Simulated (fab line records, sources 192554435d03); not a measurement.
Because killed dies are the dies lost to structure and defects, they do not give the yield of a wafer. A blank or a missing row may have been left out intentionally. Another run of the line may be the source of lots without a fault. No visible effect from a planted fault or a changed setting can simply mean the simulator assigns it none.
Chamber matching	flow n5Finfet	4 sister chambers for N5_FIN_SAQP_SPACER1_ETCHBACK_25 on rieDiel-05
The step etches SiO2 in CHF3/O2, target depth 24.4 nm, time 12.2 s. 8 wafers are shown with their chamber, then 7 later ones without.

WAFERS WITH THEIR CHAMBER
wafer	chamber	showerheadPlenumPTorr (Torr)	drypumpMotorCurrentA (A)
L078.1	1	2.38	5.1
L079.5	3	2.29	6.4
L081.2	2	2.54	5.4
L081.4	3	2.29	6.4
L082.1	2	2.54	5.3
L082.5	0	2.55	5.9
L090.1	1	2.38	5.1
L090.4	0	2.54	5.9

WAFERS WITHOUT THEIR CHAMBER
wafer	showerheadPlenumPTorr (Torr)	drypumpMotorCurrentA (A)
L090.5	2.38	5.1
L093.3	2.37	5.1
L093.4	2.28	6.4
L093.6	2.54	5.9
L095.1	2.28	6.4
L095.4	2.37	5.1
L095.6	2.37	5.1

WHICH CHAMBER EACH ONE RAN IN
wafer	from the rows above	in truth
L090.5	1	1
L093.3	1	1
L093.4	3	3
L093.6	0	0
L095.1	3	3
L095.4	1	1
L095.6	1	1
Placed correctly: 7 of 7. Not placeable from these rows: 0. 0 placed wrongly.
How it was worked out, from the rows above alone: a wafer's distance from a chamber is the root of the sum, over the readings, of the square of ((its reading less the chamber's mean) divided by the reading's scatter). If the next closest chamber is less than 2 further off than the closest, the wafer can't be placed; otherwise it belongs to the closest. Each chamber's mean is taken over the wafers shown for it. How the scatter is found: for the shown wafers, subtract from each reading the mean of its chamber, square and add these, divide the total by (wafers less chambers), then take the root.
